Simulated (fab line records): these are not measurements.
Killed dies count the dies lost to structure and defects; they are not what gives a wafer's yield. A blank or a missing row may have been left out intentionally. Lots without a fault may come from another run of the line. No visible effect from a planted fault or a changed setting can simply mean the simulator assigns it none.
Chamber matching || flow n5 finfet || 4 sister chambers for N5_BEOL_M2_ETCH_69 on rie diel-05
The step etches SiARC in CF4, target depth 15.6 nm, time 26 s. 4 wafers are shown with their chamber, then 10 later ones without.

## EACH WAFER AND ITS CHAMBER
{"wafer": "L088.2", "chamber": 1, "drypump motor current A (A)": 5.8}
{"wafer": "L088.3", "chamber": 2, "drypump motor current A (A)": 5.8}
{"wafer": "L091.2", "chamber": 3, "drypump motor current A (A)": 5.3}
{"wafer": "L091.4", "chamber": 0, "drypump motor current A (A)": 5.8}

## WAFERS WITHOUT THEIR CHAMBER
{"wafer": "L091.6", "drypump motor current A (A)": 5.3}
{"wafer": "L093.3", "drypump motor current A (A)": 5.8}
{"wafer": "L093.4", "drypump motor current A (A)": 5.9}
{"wafer": "L093.5", "drypump motor current A (A)": 5.3}
{"wafer": "L094.4", "drypump motor current A (A)": 5.8}
{"wafer": "L094.5", "drypump motor current A (A)": 5.8}
{"wafer": "L094.6", "drypump motor current A (A)": 5.3}
{"wafer": "L096.1", "drypump motor current A (A)": 5.8}
{"wafer": "L096.2", "drypump motor current A (A)": 5.9}
{"wafer": "L096.3", "drypump motor current A (A)": 5.3}

## WHICH CHAMBER EACH WENT THROUGH
{"wafer": "L091.6", "from the rows above": 3, "in truth": 3}
{"wafer": "L093.3", "from the rows above": "can't be placed: 0 or 1 or 2", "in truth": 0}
{"wafer": "L093.4", "from the rows above": "can't be placed: 0 or 1 or 2", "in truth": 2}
{"wafer": "L093.5", "from the rows above": 3, "in truth": 3}
{"wafer": "L094.4", "from the rows above": "can't be placed: 0 or 1 or 2", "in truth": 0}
{"wafer": "L094.5", "from the rows above": "can't be placed: 0 or 1 or 2", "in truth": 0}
{"wafer": "L094.6", "from the rows above": 3, "in truth": 3}
{"wafer": "L096.1", "from the rows above": "can't be placed: 0 or 1 or 2", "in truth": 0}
{"wafer": "L096.2", "from the rows above": "can't be placed: 0 or 1 or 2", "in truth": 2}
{"wafer": "L096.3", "from the rows above": 3, "in truth": 3}
4 of 10 placed correctly. Unplaceable from these rows: 6, with the true chamber sitting among the candidates in 6. Wrongly placed: 0.
How it was worked out, from the rows above alone: a wafer's distance from a chamber is the root of the sum, over the readings, of the square of ((its reading less the chamber's mean) divided by the reading's scatter). If the next closest chamber is less than 2 further off than the closest, the wafer can't be placed; otherwise it belongs to the closest. For every chamber, the mean is computed from those of its wafers that are shown. The scatter: root of mean squared gap, hidden wafer to nearest shown wafer, with one shown wafer a chamber.
